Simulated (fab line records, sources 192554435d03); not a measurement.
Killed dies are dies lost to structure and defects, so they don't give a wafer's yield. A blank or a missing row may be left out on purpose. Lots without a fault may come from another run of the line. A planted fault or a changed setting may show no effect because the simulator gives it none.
fab line records | flow n5_finfet
record lots=24 wafers=72 last_day=21
route steps=1938 shown BEOL_M6@1230 BEOL_M7@1277
lots that met no fault: from a run of the same line without faults
start_h: hours from the record's first day to the start of the lot's first wafer shown | wait_h: hours since the lot's step before | " the same as in the row above | L1.1+2: a row that stands for several wafers | - no value, or no start given | * or withheld: withheld | < > ~ a bound
route shown NAME@n: a module of which the file shows steps, and the number in the route of the first | usual: mean/standard deviation of fault-free wafers | same: alike in all rows | chamber/n: place in a boat | sites: the reading at each site | _std_site: their standard deviation | _edge_site: outer sites' mean less inner sites' | radius_mm: how far each site lies from the wafer's centre | mask NAME#n: copy n | behind: the tool/chamber that last shaped the wafer | hold: why the lot was held/for how many hours/how that ended | device: the transistor (n, p or np) that didn't switch | end of line: the same wafers' tests at the end of the route | a step without rows: its recipe alone | killed: dies lost to structure and defects at the first sort, not the wafer's yield | map: a wafer's dies, x killed, . not, _ none there
set.NAME: the setting as run; set.NAME@STEP: as run at that earlier step | model.NAME: the simulator's own value behind a step, which no gauge read
steps of the route over a sample of lots; a table a step, a row a wafer
services: from which hour (start_h, from the record's first day; less than 0 if before it) a tool's chamber was out of use, for how many hours, and why
## steps
# step N5_BEOL_M6_DESCUM_33
# recipe chemistry=O2 time_s=7 source_power_w=50 bias_power_w=20 pressure_mtorr=20 rf_frequency_hz=2.712e+07 temp_c=40 resist=CAR-EUV o2_flow_sccm=225
# usual drypump_motor_current_A=6.0/0.4 oes_product_au=0.79/0.065 rf_fwd_power_W=49.31/0.25 rf_vpp_V=243.8/1.3 showerhead_plenum_p_Torr=2.13/0.068 throttle_valve_pct=20.38/0.19
# columns lot.wafer tool chamber start_h wait_h drypump_motor_current_A oes_product_au rf_fwd_power_W rf_hours_counter_h rf_vpp_V showerhead_plenum_p_Torr throttle_valve_pct
L076.2 rie_diel-01 0 286.15 0.4 6.2 0.79 49.61 120 245.7 2.19 20.34
L076.5 " 0 " " 6.2 0.78 49.78 - 245.5 2.19 20.34
L076.6 " 3 " " 6.4 0.71 48.65 - 243.1 2.08 20.27
L074.3 rie_diel-01 0 291.20 0.0 6.2 0.78 49.34 121 245.5 2.19 20.35
L074.4 " 1 " " 5.9 0.94 49.54 12 241.9 2.07 20.59
L074.5 " 1 " " 5.9 0.94 49.54 - 242.9 2.07 20.59
L075.1 rie_diel-05 1 294.92 0.3 6.2 0.86 49.49 60 244.6 2.22 20.59
L075.4 " 0 " " 5.7 0.77 49.22 97 244.3 2.20 20.15
L075.5 " 1 " " 6.2 0.86 49.28 - 243.1 2.22 20.63
L077.2 rie_diel-05 0 298.29 0.4 5.7 0.75 49.29 99 245.8 2.20 20.15
L077.3 " 3 " " 6.7 0.82 49.41 68 244.4 2.24 20.46
L077.6 " 1 " " 6.2 0.86 49.20 - 245.4 2.21 20.60
L079.2 rie_diel-01 1 298.68 0.6 5.9 0.92 49.41 16 242.7 2.07 20.58
L079.3 " 3 " " 6.4 0.70 48.73 217 241.7 2.08 20.29
L079.4 " 2 " " 5.6 0.70 49.21 226 243.9 2.05 20.18
L078.1 rie_diel-05 3 298.69 0.4 6.7 0.82 49.67 68 245.9 2.24 20.47
L078.4 " 0 " " 5.7 0.76 49.42 99 246.3 2.20 20.13
L078.6 " 0 " " 5.7 0.76 49.59 - 243.9 2.20 20.16
L081.1 rie_diel-01 1 318.35 0.3 5.9 0.90 49.50 23 242.4 2.07 20.59
L081.2 " 3 " " 6.4 0.70 48.79 227 242.6 2.08 20.30
L081.6 " 3 " " 6.4 0.71 48.76 - 242.3 2.08 20.30
L080.2 rie_diel-05 3 325.90 0.0 6.7 0.78 49.34 80 244.8 2.23 20.50
L080.4 " 1 " " 6.2 0.84 49.31 74 246.3 2.21 20.63
L080.5 " 3 " " 6.7 0.80 49.61 - 243.8 2.23 20.49
L083.1 rie_diel-05 1 327.86 0.5 6.2 0.85 49.14 75 243.7 2.21 20.64
L083.2 " 2 " " 5.8 0.80 49.17 105 244.3 2.08 20.13
L083.5 " 1 " " 6.2 0.85 49.11 - 245.1 2.21 20.64
L082.1 rie_diel-01 1 329.94 0.1 5.9 0.90 49.47 27 243.0 2.07 20.62
L082.3 " 2 " " 5.5 0.69 49.70 240 241.5 2.05 20.22
L082.6 " 1 " " 6.0 0.90 49.64 - 243.3 2.07 20.61
L085.2 rie_diel-05 2 332.25 0.0 5.8 0.80 49.48 106 242.8 2.08 20.14
L085.3 " 0 " " 5.7 0.75 49.43 114 244.5 2.19 20.16
L085.6 " 2 " " 5.8 0.79 49.36 - 244.6 2.08 20.14
L084.1 rie_diel-01 0 342.02 0.1 6.2 0.77 49.66 142 245.4 2.18 20.37
L084.3 " 1 " " 5.9 0.89 49.41 32 242.7 2.07 20.62
L084.5 " 1 " " 5.9 0.89 49.45 - 242.0 2.07 20.61
L086.3 rie_diel-01 1 343.93 0.1 5.9 0.89 49.72 33 242.9 2.07 20.63
L086.5 " 3 " " 6.4 0.70 48.95 - 244.3 2.07 20.31
L086.6 " 2 " " 5.6 0.69 49.39 - 242.0 2.05 20.21
L089.1 rie_diel-04 3 361.20 0.0 5.7 0.93 49.48 19 244.8 2.13 20.12
L089.2 " 0 " " 5.1 0.87 49.20 38 242.7 2.04 20.35
L089.5 " 1 " " 6.3 0.86 49.05 - 243.8 2.13 20.50
L091.3 rie_diel-05 1 366.30 0.1 6.2 0.82 49.42 91 244.2 2.20 20.66
L091.4 " 1 " " 6.2 0.82 49.21 - 244.3 2.20 20.67
L091.6 " 3 " " 6.7 0.79 49.44 - 244.4 2.23 20.52
L088.1 rie_diel-04 0 371.34 0.0 5.1 0.86 48.96 41 242.7 2.04 20.36
L088.5 " 1 " " 6.3 0.86 49.14 - 243.5 2.13 20.51
L088.6 " 0 " " 5.1 0.87 48.98 - 243.8 2.04 20.36
L087.1 rie_diel-01 1 371.90 0.0 5.9 0.87 49.72 45 244.2 2.06 20.62
L087.2 " 0 " " 6.2 0.75 49.59 155 244.5 2.17 20.38
L087.6 " 3 " " 6.4 0.69 48.74 - 244.1 2.07 20.33
L092.3 rie_diel-01 0 377.25 0.0 6.2 0.76 49.27 158 244.2 2.17 20.41
L092.5 " 3 " " 6.4 0.69 48.82 - 241.1 2.07 20.32
L092.6 " 0 " " 6.2 0.75 49.42 - 243.7 2.17 20.42
L090.2 rie_diel-05 3 377.80 0.1 6.7 0.78 49.57 101 244.2 2.23 20.52
L090.3 " 0 " " 5.7 0.73 49.01 131 243.6 2.19 20.20
L090.6 " 3 " " 6.7 0.77 49.37 - 244.9 2.22 20.52
L093.1 rie_diel-05 2 395.28 0.0 5.8 0.77 49.15 130 243.4 2.07 20.20
L093.3 " 3 " " 6.7 0.78 49.32 108 245.9 2.22 20.52
L093.6 " 2 " " 5.7 0.78 49.22 - 241.5 2.07 20.18
L094.1 rie_diel-05 1 405.50 0.5 6.2 0.80 49.14 107 245.6 2.20 20.69
L094.3 " 0 " " 5.7 0.72 49.49 142 242.9 2.19 20.21
L094.4 " 3 " " 6.7 0.77 49.47 111 245.0 2.22 20.51
L095.1 rie_diel-05 1 406.23 0.2 6.2 0.81 49.08 107 244.3 2.20 20.69
L095.3 " 3 " " 6.7 0.77 49.38 112 243.5 2.22 20.55
L095.6 " 2 " " 5.8 0.77 49.33 - 243.1 2.07 20.19
L096.1 rie_diel-04 3 410.25 0.1 5.7 0.90 49.40 36 242.5 2.12 20.15
L096.5 " 3 " " 5.7 0.90 49.61 - 243.5 2.12 20.15
L096.6 " 0 " " 5.1 0.85 49.18 - 241.8 2.04 20.37
L097.2 rie_diel-05 0 419.42 0.0 5.7 0.72 49.09 145 245.8 2.18 20.21
L097.3 " 2 " " 5.8 0.77 49.37 137 242.4 2.07 20.20
L097.6 " 2 " " 5.7 0.77 49.41 - 243.1 2.07 20.21
# step N5_BEOL_M6_STRIP_80
# recipe chemistry=N2/H2 time_s=10 power_w=450 temp_c=40 pressure_mtorr=20 rf_frequency_hz=6e+07 bias_power_w=7 n2_flow_sccm=200 h2_flow_sccm=200
# usual drypump_motor_current_A=6.0/0.4 oes_product_au=0.79/0.064 rf_vpp_V=59.3/0.9 showerhead_plenum_p_Torr=2.59/0.08 throttle_valve_pct=23.7/0.43
# columns lot.wafer tool chamber start_h wait_h drypump_motor_current_A oes_product_au rf_hours_counter_h rf_vpp_V showerhead_plenum_p_Torr throttle_valve_pct
L076.2 rie_diel-01 0 - - 6.2 0.77 120 61.0 2.69 24.1
L076.5 " 0 " " 6.2 0.78 - 58.5 2.69 24.1
L076.6 " 3 " " 6.4 0.71 - 59.4 2.51 23.3
L074.3 rie_diel-01 0 - - 6.2 0.78 121 60.2 2.69 24.1
L074.4 " 1 " " 6.0 0.92 12 58.8 2.48 23.8
L074.5 " 1 " " 5.9 0.93 - 57.6 2.48 23.9
L075.1 rie_diel-05 1 - - 6.2 0.87 60 59.6 2.70 24.3
L075.4 " 0 " " 5.7 0.77 97 60.2 2.65 23.0
L075.5 " 1 " " 6.2 0.86 - 59.1 2.70 24.3
L077.2 rie_diel-05 0 - - 5.7 0.77 99 58.5 2.64 22.9
L077.3 " 3 " " 6.7 0.81 68 58.8 2.66 23.2
L077.6 " 1 " " 6.2 0.86 - 60.5 2.70 24.3
L079.2 rie_diel-01 1 - - 5.9 0.92 16 58.8 2.48 23.9
L079.3 " 3 " " 6.4 0.72 217 58.7 2.51 23.3
L079.4 " 2 " " 5.6 0.70 226 60.2 2.52 23.4
L078.1 rie_diel-05 3 - - 6.7 0.82 68 60.8 2.66 23.2
L078.4 " 0 " " 5.7 0.77 100 58.9 2.64 23.0
L078.6 " 0 " " 5.7 0.77 - 59.1 2.64 23.0
L081.1 rie_diel-01 1 - - 5.9 0.90 24 56.9 2.47 23.9
L081.2 " 3 " " 6.4 0.70 227 59.3 2.50 23.4
L081.6 " 3 " " 6.5 0.71 - 60.0 2.50 23.3
L080.2 rie_diel-05 3 - - 6.7 0.80 81 58.1 2.66 23.2
L080.4 " 1 " " 6.2 0.84 74 59.2 2.69 24.3
L080.5 " 3 " " 6.7 0.80 - 59.1 2.66 23.2
L083.1 rie_diel-05 1 - - 6.2 0.84 75 59.3 2.69 24.3
L083.2 " 2 " " 5.8 0.80 105 59.8 2.56 23.7
L083.5 " 1 " " 6.2 0.83 - 60.3 2.69 24.3
L082.1 rie_diel-01 1 - - 5.9 0.90 27 58.1 2.47 23.9
L082.3 " 2 " " 5.6 0.69 241 59.8 2.51 23.5
L082.6 " 1 " " 5.9 0.90 - 61.0 2.47 23.9
L085.2 rie_diel-05 2 - - 5.7 0.79 106 59.8 2.56 23.7
L085.3 " 0 " " 5.7 0.74 114 59.4 2.64 23.0
L085.6 " 2 " " 5.8 0.79 - 60.6 2.56 23.7
L084.1 rie_diel-01 0 - - 6.2 0.76 142 59.0 2.68 24.1
L084.3 " 1 " " 6.0 0.90 32 59.9 2.47 23.9
L084.5 " 1 " " 5.9 0.90 - 60.0 2.47 23.9
L086.3 rie_diel-01 1 - - 5.9 0.89 33 59.5 2.47 23.9
L086.5 " 3 " " 6.5 0.69 - 58.9 2.50 23.4
L086.6 " 2 " " 5.5 0.69 - 59.8 2.51 23.5
L089.1 rie_diel-04 3 - - 5.6 0.91 19 59.7 2.58 23.3
L089.2 " 0 " " 5.1 0.87 38 57.9 2.49 23.6
L089.5 " 1 " " 6.3 0.86 - 60.1 2.59 24.1
L091.3 rie_diel-05 1 - - 6.2 0.82 91 59.0 2.69 24.4
L091.4 " 1 " " 6.2 0.81 - 59.1 2.69 24.4
L091.6 " 3 " " 6.7 0.78 - 59.7 2.65 23.3
L088.1 rie_diel-04 0 - - 5.1 0.86 41 58.8 2.49 23.6
L088.5 " 1 " " 6.3 0.86 - 59.1 2.59 24.1
L088.6 " 0 " " 5.2 0.86 - 59.4 2.49 23.6
L087.1 rie_diel-01 1 - - 6.0 0.87 45 57.9 2.46 23.9
L087.2 " 0 " " 6.2 0.75 155 60.5 2.68 24.2
L087.6 " 3 " " 6.4 0.69 - 58.4 2.50 23.4
L092.3 rie_diel-01 0 - - 6.2 0.74 159 60.4 2.68 24.2
L092.5 " 3 " " 6.5 0.69 - 58.9 2.49 23.4
L092.6 " 0 " " 6.2 0.73 - 61.1 2.68 24.1
L090.2 rie_diel-05 3 - - 6.7 0.78 101 57.9 2.65 23.3
L090.3 " 0 " " 5.7 0.73 131 59.0 2.63 23.0
L090.6 " 3 " " 6.7 0.79 - 59.8 2.65 23.3
L093.1 rie_diel-05 2 - - 5.8 0.78 130 59.3 2.55 23.7
L093.3 " 3 " " 6.7 0.77 108 60.0 2.64 23.3
L093.6 " 2 " " 5.8 0.78 - 59.9 2.55 23.7
L094.1 rie_diel-05 1 - - 6.2 0.80 107 60.3 2.68 24.4
L094.3 " 0 " " 5.7 0.74 142 59.3 2.63 23.0
L094.4 " 3 " " 6.7 0.77 111 60.2 2.64 23.3
L095.1 rie_diel-05 1 - - 6.2 0.81 107 61.1 2.68 24.4
L095.3 " 3 " " 6.7 0.78 112 59.0 2.64 23.3
L095.6 " 2 " " 5.8 0.77 - 58.8 2.55 23.7
L096.1 rie_diel-04 3 - - 5.7 0.89 36 57.5 2.57 23.3
L096.5 " 3 " " 5.6 0.90 - 59.0 2.57 23.3
L096.6 " 0 " " 5.1 0.85 - 57.3 2.48 23.6
L097.2 rie_diel-05 0 - - 5.7 0.72 146 60.5 2.62 23.0
L097.3 " 2 " " 5.8 0.76 137 59.4 2.55 23.7
L097.6 " 2 " " 5.8 0.77 - 59.4 2.55 23.7
# step N5_BEOL_M6_ALD_77
# recipe material=TaN target_thk_a=20 temp_c=275 ald_precursor_family=PDMAT ald_co_reactant=NH3 pressure_torr=3 carrier_flow_sccm=1500 pulse_time_s=2 purge_time_s=3 co_reactant_purge_time_s=2 co_reactant_pulse_time_s=3 ald_cycles=40 precursor_vessel_temp_c=75 precursor_vessel_pressure_torr=26.25 precursor_vessel_carrier_sccm=1000
# usual chamber_pressure_Torr=3.000/0.0074 heater_power_w=418/43
# columns lot.wafer tool chamber start_h wait_h chamber_pressure_Torr heater_power_w
L076.2 ald_metal-02 1 287.27 0.1 2.993 476
L076.5 " 3 " " 2.981 441
L076.6 " 0 " " 2.994 358
L074.3 ald_metal-03 1 292.36 0.0 3.004 383
L074.4 " 2 " " 2.984 391
L074.5 " 1 " " 3.012 377
L075.1 ald_metal-02 1 296.39 0.3 2.996 462
L075.4 " 0 " " 3.000 345
L075.5 " 1 " " 2.998 467
L077.2 ald_metal-03 3 300.91 0.0 3.016 461
L077.3 " 0 " " 2.994 460
L077.6 " 3 " " 3.012 481
L079.2 ald_metal-01 1 300.99 0.0 2.999 487
L079.3 " 0 " " 2.990 387
L079.4 " 3 " " 2.992 448
L078.1 ald_metal-02 1 301.07 0.0 2.990 461
L078.4 " 3 " " 2.993 432
L078.6 " 0 " " 3.011 349
L081.1 ald_metal-03 2 319.68 0.1 2.996 380
L081.2 " 0 " " 3.004 445
L081.6 " 1 " " 2.993 374
L080.2 ald_metal-03 0 327.17 0.0 2.998 464
L080.4 " 3 " " 3.002 460
L080.5 " 1 " " 3.007 371
L083.1 ald_metal-01 0 330.03 0.0 3.001 387
L083.2 " 1 " " 2.995 477
L083.5 " 2 " " 3.011 390
L082.1 ald_metal-02 1 331.12 0.1 2.991 472
L082.3 " 3 " " 3.009 443
L082.6 " 0 " " 3.002 342
L085.2 ald_metal-03 2 333.70 0.2 3.009 386
L085.3 " 0 " " 2.989 461
L085.6 " 0 " " 2.992 459
L084.1 ald_metal-03 0 343.67 0.1 2.976 463
L084.3 " 2 " " 2.995 390
L084.5 " 0 " " 2.994 458
L086.3 ald_metal-01 1 345.02 0.1 2.999 478
L086.5 " 2 " " 3.004 389
L086.6 " 1 " " 2.996 477
L089.1 ald_metal-02 1 363.04 0.1 2.989 433
L089.2 " 2 " " 3.011 385
L089.5 " 1 " " 3.002 438
L091.3 ald_metal-02 2 367.65 0.1 3.007 371
L091.4 " 1 " " 3.008 447
L091.6 " 3 " " 3.014 421
L088.1 ald_metal-03 0 372.65 0.0 3.015 468
L088.5 " 3 " " 3.002 463
L088.6 " 2 " " 3.002 394
L087.1 ald_metal-03 3 373.21 0.0 3.000 464
L087.2 " 0 " " 3.008 463
L087.6 " 1 " " 3.012 375
L092.3 ald_metal-01 0 378.62 0.0 3.005 377
L092.5 " 3 " " 3.014 452
L092.6 " 0 " " 3.012 381
L090.2 ald_metal-03 2 378.96 0.1 2.999 383
L090.3 " 0 " " 2.993 450
L090.6 " 3 " " 3.000 453
L093.1 ald_metal-01 1 396.70 0.1 3.008 478
L093.3 " 0 " " 3.003 391
L093.6 " 0 " " 3.004 381
L094.1 ald_metal-02 3 406.91 0.1 3.000 413
L094.3 " 1 " " 2.998 447
L094.4 " 2 " " 3.001 386
L095.1 ald_metal-01 3 407.35 0.1 3.010 447
L095.3 " 2 " " 2.998 375
L095.6 " 0 " " 2.997 386
L096.1 ald_metal-01 2 412.75 0.2 3.000 389
L096.5 " 0 " " 2.998 389
L096.6 " 1 " " 3.006 484
L097.2 ald_metal-01 0 421.12 0.0 2.997 380
L097.3 " 1 " " 2.997 480
L097.6 " 3 " " 2.990 469
# step N5_BEOL_M6_ANNEAL_51
# recipe temp_c=225 time_s=90 ambient=N2
# usual wafer_temp_C_max=225.85/0.24
# columns lot.wafer tool chamber start_h wait_h wafer_temp_C_max
L076.2 rtp_anneal-02 0 292.76 0.6 225.83
L076.5 " 0 " " 225.56
L076.6 " 0 " " 225.97
L074.3 rtp_anneal-02 0 293.92 0.8 225.68
L074.4 " 0 " " 225.87
L074.5 " 0 " " 225.62
L075.1 rtp_anneal-02 0 298.39 0.4 225.36
L075.4 " 0 " " 225.51
L075.5 " 0 " " 225.29
L077.2 rtp_anneal-01 0 301.67 0.1 226.26
L077.3 " 0 " " 226.19
L077.6 " 0 " " 226.28
L079.2 rtp_anneal-02 0 301.76 0.1 225.76
L079.3 " 0 " " 225.61
L079.4 " 0 " " 225.58
L078.1 rtp_anneal-01 0 301.89 0.2 226.06
L078.4 " 0 " " 225.92
L078.6 " 0 " " 226.09
L081.1 rtp_anneal-01 0 321.84 0.1 225.74
L081.2 " 0 " " 225.96
L081.6 " 0 " " 225.93
L080.2 rtp_anneal-01 0 328.63 0.5 226.59
L080.4 " 0 " " 225.70
L080.5 " 0 " " 225.90
L083.1 rtp_anneal-01 0 330.79 0.1 225.93
L083.2 " 0 " " 226.27
L083.5 " 0 " " 226.00
L082.1 rtp_anneal-02 0 332.05 0.1 226.13
L082.3 " 0 " " 225.48
L082.6 " 0 " " 225.66
L085.2 rtp_anneal-01 0 335.05 0.3 225.85
L085.3 " 0 " " 226.18
L085.6 " 0 " " 225.54
L084.1 rtp_anneal-01 0 344.57 0.1 225.72
L084.3 " 0 " " 225.78
L084.5 " 0 " " 225.99
L086.3 rtp_anneal-02 0 347.28 0.2 225.80
L086.5 " 0 " " 225.85
L086.6 " 0 " " 226.25
L089.1 rtp_anneal-02 0 365.59 0.1 225.47
L089.2 " 0 " " 226.21
L089.5 " 0 " " 225.92
L091.3 rtp_anneal-01 0 368.92 0.3 226.33
L091.4 " 0 " " 226.01
L091.6 " 0 " " 225.69
L088.1 rtp_anneal-01 0 373.66 0.1 225.68
L088.5 " 0 " " 225.87
L088.6 " 0 " " 226.10
L087.1 rtp_anneal-02 0 374.33 0.2 225.93
L087.2 " 0 " " 225.77
L087.6 " 0 " " 225.70
L092.3 rtp_anneal-02 0 379.56 0.1 225.47
L092.5 " 0 " " 225.83
L092.6 " 0 " " 225.87
L090.2 rtp_anneal-02 0 380.15 0.1 225.84
L090.3 " 0 " " 225.93
L090.6 " 0 " " 225.50
L093.1 rtp_anneal-01 0 397.69 0.1 226.11
L093.3 " 0 " " 226.31
L093.6 " 0 " " 226.12
L094.1 rtp_anneal-01 0 408.13 0.4 225.87
L094.3 " 0 " " 225.74
L094.4 " 0 " " 225.97
L095.1 rtp_anneal-02 0 408.65 0.6 225.66
L095.3 " 0 " " 225.81
L095.6 " 0 " " 226.02
L096.1 rtp_anneal-01 0 413.51 0.1 226.14
L096.5 " 0 " " 226.04
L096.6 " 0 " " 225.32
L097.2 rtp_anneal-02 0 422.08 0.1 226.26
L097.3 " 0 " " 225.61
L097.6 " 0 " " 225.58
# step N5_BEOL_M6_INSPECT_58
# recipe inspect_instrument=darkfield mode=post_dep
# usual raw_defect_count=73/23
# columns lot.wafer tool chamber start_h wait_h raw_defect_count
L076.2 defect_inspect-02 - 293.47 0.0 107
L076.5 " - " " 77
L076.6 " - " " 30
L074.3 defect_inspect-02 - 294.59 0.0 50
L074.4 " - " " 58
L074.5 " - " " 53
L075.1 defect_inspect-02 - 299.15 0.0 87
L075.4 " - " " 65
L075.5 " - " " 56
L077.2 defect_inspect-02 - 302.37 0.0 61
L077.3 " - " " 56
L077.6 " - " " 42
L079.2 defect_inspect-02 - 302.46 0.0 61
L079.3 " - " " 85
L079.4 " - " " 58
L078.1 defect_inspect-02 - 302.65 0.0 75
L078.4 " - " " 67
L078.6 " - " " 61
L081.1 defect_inspect-02 - 322.58 0.0 61
L081.2 " - " " 92
L081.6 " - " " 75
L080.2 defect_inspect-02 - 329.33 0.0 54
L080.4 " - " " 91
L080.5 " - " " 57
L083.1 defect_inspect-02 - 331.54 0.0 104
L083.2 " - " " 66
L083.5 " - " " 54
L082.1 defect_inspect-01 - 332.79 0.0 145
L082.3 " - " " 46
L082.6 " - " " 116
L085.2 defect_inspect-02 - 335.77 0.0 58
L085.3 " - " " 87
L085.6 " - " " 98
L084.1 defect_inspect-02 - 345.33 0.0 83
L084.3 " - " " 89
L084.5 " - " " 109
L086.3 defect_inspect-02 - 347.96 0.0 52
L086.5 " - " " 61
L086.6 " - " " 40
L089.1 defect_inspect-02 - 366.33 0.0 84
L089.2 " - " " 66
L089.5 " - " " 86
L091.3 defect_inspect-01 - 369.59 0.0 68
L091.4 " - " " 75
L091.6 " - " " 66
L088.1 defect_inspect-02 - 374.48 0.0 95
L088.5 " - " " 83
L088.6 " - " " 110
L087.1 defect_inspect-02 - 375.09 0.0 43
L087.2 " - " " 45
L087.6 " - " " 38
L092.3 defect_inspect-02 - 380.22 0.0 100
L092.5 " - " " 57
L092.6 " - " " 119
L090.2 defect_inspect-01 - 380.85 0.0 90
L090.3 " - " " 79
L090.6 " - " " 104
L093.1 defect_inspect-02 - 398.44 0.0 53
L093.3 " - " " 66
L093.6 " - " " 48
L094.1 defect_inspect-01 - 408.90 0.0 89
L094.3 " - " " 68
L094.4 " - " " 42
L095.1 defect_inspect-02 - 409.40 0.0 48
L095.3 " - " " 32
L095.6 " - " " 57
L096.1 defect_inspect-02 - 414.30 0.0 109
L096.5 " - " " 78
L096.6 " - " " 109
L097.2 defect_inspect-01 - 422.78 0.0 92
L097.3 " - " " 110
L097.6 " - " " 54
# step N5_BEOL_M7_OVL_MEAS_12
# recipe points_per_wafer=44
# usual M7_OVL=-0.1/0.64
# columns lot.wafer tool chamber start_h wait_h M7_OVL[nm]
L076.2 overlay-01 0 295.65 0.0 0.1
L076.5 " 0 " " 0.4
L076.6 " 0 " " -0.3
L074.3 overlay-01 0 298.26 0.1 -0.5
L074.4 " 0 " " -0.6
L074.5 " 0 " " -1.2
L075.1 overlay-01 0 301.61 0.0 -0.2
L075.4 " 0 " " 0.5
L075.5 " 0 " " -0.7
L077.2 overlay-01 0 304.71 0.0 0.4
L077.3 " 0 " " 0.5
L077.6 " 0 " " 0.3
L079.2 overlay-01 0 304.75 0.0 0.6
L079.3 " 0 " " 0.4
L079.4 " 0 " " 0.7
L078.1 overlay-01 0 304.92 0.0 -0.2
L078.4 " 0 " " 0.0
L078.6 " 0 " " -0.5
L081.1 overlay-01 0 323.95 0.0 -0.7
L081.2 " 0 " " 0.1
L081.6 " 0 " " 0.9
L080.2 overlay-01 0 330.70 0.0 0.0
L080.4 " 0 " " -1.0
L080.5 " 0 " " 0.8
L083.1 overlay-02 0 333.57 0.0 -0.8
L083.2 " 0 " " 1.7
L083.5 " 0 " " 0.0
L082.1 overlay-02 0 334.52 0.0 -0.3
L082.3 " 0 " " -1.1
L082.6 " 0 " " 0.0
L085.2 overlay-02 0 337.83 0.0 -0.7
L085.3 " 0 " " 0.1
L085.6 " 0 " " -1.0
L084.1 overlay-02 0 347.66 0.0 -0.6
L084.3 " 0 " " -1.5
L084.5 " 0 " " -0.1
L086.3 overlay-02 0 349.93 0.0 -0.6
L086.5 " 0 " " -1.1
L086.6 " 0 " " -0.2
L089.1 overlay-02 0 367.92 0.0 -0.4
L089.2 " 0 " " 0.0
L089.5 " 0 " " 0.0
L091.3 overlay-01 0 371.45 0.0 0.5
L091.4 " 0 " " 0.0
L091.6 " 0 " " 0.4
L088.1 overlay-01 0 378.10 0.0 0.7
L088.5 " 0 " " -0.1
L088.6 " 0 " " 0.5
L087.1 overlay-01 0 378.35 0.0 0.1
L087.2 " 0 " " 0.4
L087.6 " 0 " " 1.0
L092.3 overlay-01 0 382.49 0.0 -0.2
L092.5 " 0 " " -0.1
L092.6 " 0 " " -0.5
L090.2 overlay-01 0 383.02 0.0 -1.5
L090.3 " 0 " " -1.9
L090.6 " 0 " " -0.8
L093.1 overlay-02 0 401.75 0.0 -0.3
L093.3 " 0 " " 0.4
L093.6 " 0 " " 0.3
L094.1 overlay-01 0 412.17 0.0 0.1
L094.3 " 0 " " 0.4
L094.4 " 0 " " 0.1
L095.1 overlay-02 0 412.60 0.0 0.4
L095.3 " 0 " " 0.6
L095.6 " 0 " " 0.7
L096.1 overlay-01 0 416.36 0.0 0.0
L096.5 " 0 " " 1.1
L096.6 " 0 " " -0.4
L097.2 overlay-02 0 425.17 0.0 -0.5
L097.3 " 0 " " 0.1
L097.6 " 0 " " -0.2
## services
# columns tool chamber start_h hours kind
ald_metal-03 2 264.01 4.8 repair
rie_diel-05 0 265.71 1.2 repair
rie_diel-01 1 271.01 14.9 repair
ald_metal-01 - 287.10 10.4 repair
rie_diel-04 - 287.48 28.1 pm
ald_metal-03 2 310.32 1.9 repair
rie_diel-01 1 310.36 2.1 repair
ald_metal-01 0 314.89 2.4 repair
ald_metal-02 - 337.25 14.0 pm
rie_diel-04 2 339.41 7.8 repair
rie_diel-01 2 354.43 - clean
rie_diel-01 2 354.43 - consumable_replace:focus_ring
rie_diel-01 2 354.43 23.2 scheduled_down
rie_diel-01 2 354.43 23.2 vent_cycle
ald_metal-03 - 354.52 0.8 repair
rie_diel-05 0 359.21 8.0 repair
rie_diel-01 3 377.91 - clean
rie_diel-01 3 377.91 - consumable_replace:focus_ring
rie_diel-01 3 377.91 30.8 scheduled_down
rie_diel-01 3 377.91 30.8 vent_cycle
ald_metal-03 0 378.50 - calibration
ald_metal-01 - 401.21 6.0 pm
rie_diel-05 - 410.63 0.9 repair
ald_metal-03 - 416.73 2.8 pm
## key
fault none
